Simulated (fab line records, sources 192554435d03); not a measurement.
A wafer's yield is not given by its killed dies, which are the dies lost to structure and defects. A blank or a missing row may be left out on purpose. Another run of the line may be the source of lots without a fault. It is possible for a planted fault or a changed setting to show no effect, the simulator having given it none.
Chamber matching	flow n5 finfet	rie diel-06 running N5_BEOL_M3_STRIP_66: 4 sister chambers
The step strips in CF4. 18 wafers are shown with their chamber, then 9 later ones without.

== WAFERS WITH THEIR CHAMBER ==
wafer	chamber	showerhead plenum p Torr (Torr)	throttle valve pct (%)	drypump motor current A (A)
L077.1	1	1.71	13.89	6.0
L077.3	2	1.87	13.31	5.9
L077.6	2	1.87	13.33	5.9
L082.1	3	1.73	13.70	5.8
L082.2	0	1.84	13.23	5.9
L082.4	3	1.73	13.69	5.8
L085.2	0	1.84	13.24	5.9
L085.3	1	1.91	13.34	5.9
L085.6	2	1.86	13.36	5.9
L086.1	1	1.91	13.37	5.9
L086.3	2	1.86	13.36	5.9
L086.6	0	1.84	13.25	5.8
L088.2	1	1.91	13.37	5.9
L088.3	2	1.86	13.37	5.9
L088.5	1	1.91	13.37	5.9
L091.3	2	1.86	13.40	5.9
L091.5	1	1.91	13.38	6.0
L091.6	2	1.86	13.41	5.9

SIGNATURES (means of the wafers above)
reading	chamber 0	chamber 1	chamber 2	chamber 3	scatter within a chamber
showerhead plenum p Torr	1.8400	1.8767	1.8629	1.7300	0.0489
throttle valve pct	13.2400	13.4533	13.3629	13.6950	0.13
drypump motor current A	5.867	5.933	5.900	5.800	0.0378
Rule: a wafer's distance from a chamber is the root of the sum, over the readings, of the square of ((its reading less the chamber's mean) divided by the reading's scatter). If the next closest chamber is less than 2 further off than the closest, the wafer can't be placed; otherwise it belongs to the closest. How the scatter is found: for the shown wafers, subtract from each reading the mean of its chamber, square and add these, divide the total by (wafers less chambers), then take the root.

== WAFERS WITH NO CHAMBER GIVEN ==
wafer	showerhead plenum p Torr (Torr)	throttle valve pct (%)	drypump motor current A (A)
L093.1	1.86	13.38	5.9
L093.2	1.83	13.29	5.9
L093.4	1.72	13.72	5.9
L094.1	1.91	13.40	5.9
L094.2	1.86	13.40	6.0
L094.5	1.86	13.40	5.9
L097.2	1.83	13.29	5.8
L097.4	1.72	13.76	5.8
L097.5	1.91	13.40	5.9

== CHAMBER TAKEN BY EACH ==
wafer	from the rows above	in truth
L093.1	can't be placed: 2 or 1 or 0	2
L093.2	can't be placed: 2 or 0 or 1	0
L093.4	can't be placed: 3 or 1 or 2 or 0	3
L094.1	can't be placed: 2 or 1 or 0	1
L094.2	can't be placed: 1 or 2 or 0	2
L094.5	can't be placed: 2 or 1 or 0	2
L097.2	can't be placed: 0 or 2 or 3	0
L097.4	3	3
L097.5	can't be placed: 2 or 1 or 0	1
Correctly placed: 1 of 9. Not placeable from these rows: 8 (in 8, the candidates include the true chamber). Wrongly placed: 0.
